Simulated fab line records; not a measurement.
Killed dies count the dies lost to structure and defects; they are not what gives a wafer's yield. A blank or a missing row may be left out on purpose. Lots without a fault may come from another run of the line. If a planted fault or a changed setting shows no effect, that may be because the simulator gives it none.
A lot that was struck, set against a sound lot + flow nand harc + 41 out of 1302 route steps
Sound: the wafers L422.1, L422.4, L422.6. Struck: wafers L427.4, L427.5 (left out: L427.1, a lot-mate that was not struck); the cause follows at the end.
Each step with rows lists, per side, the tool, then ch with its chambers, then its first start. Under that, the readings that differ: sound wafers + struck wafers + difference of the means + sigmas: that difference in standard deviations of wafers without a fault.
alike: words and numbers the same on both sides, and readings whose means are apart by under 2 such deviations; not compared: readings that were withheld, readings missing a value for some wafer, numbers with overlapping values and no deviation given by the record, and bounds like >300 which may hide the same value.
The two part at a step that has a row with sigmas, a row that says differs or no value, or rows on one side only. Numbers that don't overlap but have no deviation are shown without sigmas and don't part them. A reading missing from all wafers of one side parts the sides only when that side holds two or more wafers.

first, 8 steps without rows for these wafers: NHARC_A_M1_HMDS_02 (time 30 s); NHARC_A_M1_COAT_34 (time 65 s); NHARC_A_M1_COAT_03 (resist thk 90 nm); NHARC_A_M1_SOFTBAKE_04 (time 55 s); NHARC_A_M1_EBR_05; NHARC_A_M1_EXPOSE_06 (exposes mask A M1, target cd 120 nm); NHARC_A_M1_PEB_07 (peb time 65 s); NHARC_A_M1_DEVELOP_08 (develop time 35 s).
NHARC_A_M1_CD_MEAS_09: the cd target is 120 nm.
  sound on cd sem-02 ch 0, day 23 16:12; struck on cd sem-01 ch 0, day 26 22:59
  alike: cd nm
NHARC_A_M1_OVL_MEAS_10: pitch 240 nm.
  struck on overlay-02, day 26 23:04; sound on overlay-01, day 23 16:17
  alike: overlay x nm, overlay y nm
NHARC_A_M1_INSPECT_11:
  struck on defect inspect-01, day 26 23:07; sound on defect inspect-01, day 23 16:20
| reading          | sound     | struck | difference | sigmas |
|------------------|-----------|--------|------------|--------|
| raw defect count | 96 103 99 | 37 21  | -70        | -2     |
then, 1 step without rows for these wafers: NHARC_A_M1_DESCUM_14 (chemistry O2, time 3 s).
NHARC_A_M1_ETCH_35: etches the open film in N2/H2, target depth 40 nm, overetch 12 nm, time 43.94 s.
  sound on rie diel-01 ch 0,2,3, day 23 16:29; struck on rie diel-02 ch 2, day 26 23:15
  alike: drypump motor current A, oes product au, rf vpp V, showerhead plenum p Torr, throttle valve pct
  not compared: rf hours counter h
then, 1 step without rows for these wafers: NHARC_A_M1_ETCH_15 (etches the open film in C4F8/Ar, target depth 182.5 nm, time 91.2 s).
NHARC_A_M1_CD_MEAS_16:
  struck on cd sem-02, day 26 23:28; sound on cd sem-01, day 23 16:42
  alike: cd nm
then, 6 steps without rows for these wafers: NHARC_A_M1_STRIP_18 (strips in N2/H2); NHARC_A_M1_ETCH_28 (etches the open film in CF4/N2, target depth 30 nm, time 72.99 s); NHARC_A_M1_STRIP_19 (strips in post etch residue remover, time 600 s); NHARC_A_M1_DEGAS_29 (time 60 s); NHARC_A_M1_PRE_CLEAN_30 (time 30 s); NHARC_A_M1_PVD_20 (deposits TaN, target thk 5 nm, time 8.06 s).
NHARC_A_M1_PVD_21: deposits Cu, target thk 30 nm, time 20.49 s.
  sound on pvd sputter-03; struck on pvd sputter-01
  alike: throttle valve pct
then, 1 step without rows for these wafers: NHARC_A_M1_ECD_22 (material Cu, target thk 400 nm).
NHARC_A_M1_ANNEAL_31: time 90 s.
  sound on rtp anneal-01 ch 0, day 23 18:09; struck on rtp anneal-01 ch 0, day 27 00:55
  alike: wafer_temp_C_max
then, 1 step without rows for these wafers: NHARC_A_M1_CMP_23 (polishes, t overpolish 20 s, target thk 154.34 nm).
NHARC_A_M1_THK_MEAS_24: measures by xrf.
  struck on film metro-01, day 27 01:35; sound on film metro-02, day 23 18:49
  alike: thk nm
then, 1 step without rows for these wafers: NHARC_A_M1_SRD_25.
NHARC_A_M1_PRE_CLEAN_32: time 12 s.
  sound on pecvd-02 ch 0,2, day 23 19:03; struck on pecvd-01 ch 0,1, day 27 01:49
  alike: heater power w, susceptor temp C
then, 1 step without rows for these wafers: NHARC_A_M1_DEP_33 (deposits SiCN, target thk 30 nm).
NHARC_A_BONDPAD_DEP_00: deposits SiCN, target thk 250 nm.
  sound on pecvd-01 ch 0,1,2, day 23 19:43; struck on pecvd-04 ch 0,2, day 27 02:27
  alike: heater power w, susceptor temp C
NHARC_A_BONDPAD_CMP_29: polishes SiCN, target thk 200 nm.
  sound on cmp-02 ch 1,3, day 23 20:06; struck on cmp-04 ch 3, day 27 02:53
  alike: motor current A
NHARC_A_BONDPAD_THK_MEAS_30: measures by ellipsometry.
  struck on film metro-01, day 27 03:07; sound on film metro-02, day 23 20:19
| reading     | sound             | struck      | difference | sigmas |
|-------------|-------------------|-------------|------------|--------|
| thk nm (nm) | 197.5 199.5 197.2 | 202.1 202.0 | +4.0       | +3     |
then, 8 steps without rows for these wafers: NHARC_A_BONDPAD_SRD_31; NHARC_A_BONDPAD_DEHYDRATE_01 (time 120 s); NHARC_A_BONDPAD_HMDS_02 (time 30 s); NHARC_A_BONDPAD_COAT_33 (time 65 s); NHARC_A_BONDPAD_COAT_03 (resist thk 600 nm); NHARC_A_BONDPAD_SOFTBAKE_04 (time 70 s); NHARC_A_BONDPAD_EBR_05; NHARC_A_BONDPAD_EXPOSE_06 (exposes mask A BPAD).
NHARC_END_SORT_01:
  the record has rows for the struck wafers here (prober-01 ch 0, day 28 14:15) and none for the sound ones

== WHERE THEY PART ==
Last at NHARC_END_SORT_01 as far as this record goes, first at NHARC_A_M1_INSPECT_11.

WHY: what the simulator had put in
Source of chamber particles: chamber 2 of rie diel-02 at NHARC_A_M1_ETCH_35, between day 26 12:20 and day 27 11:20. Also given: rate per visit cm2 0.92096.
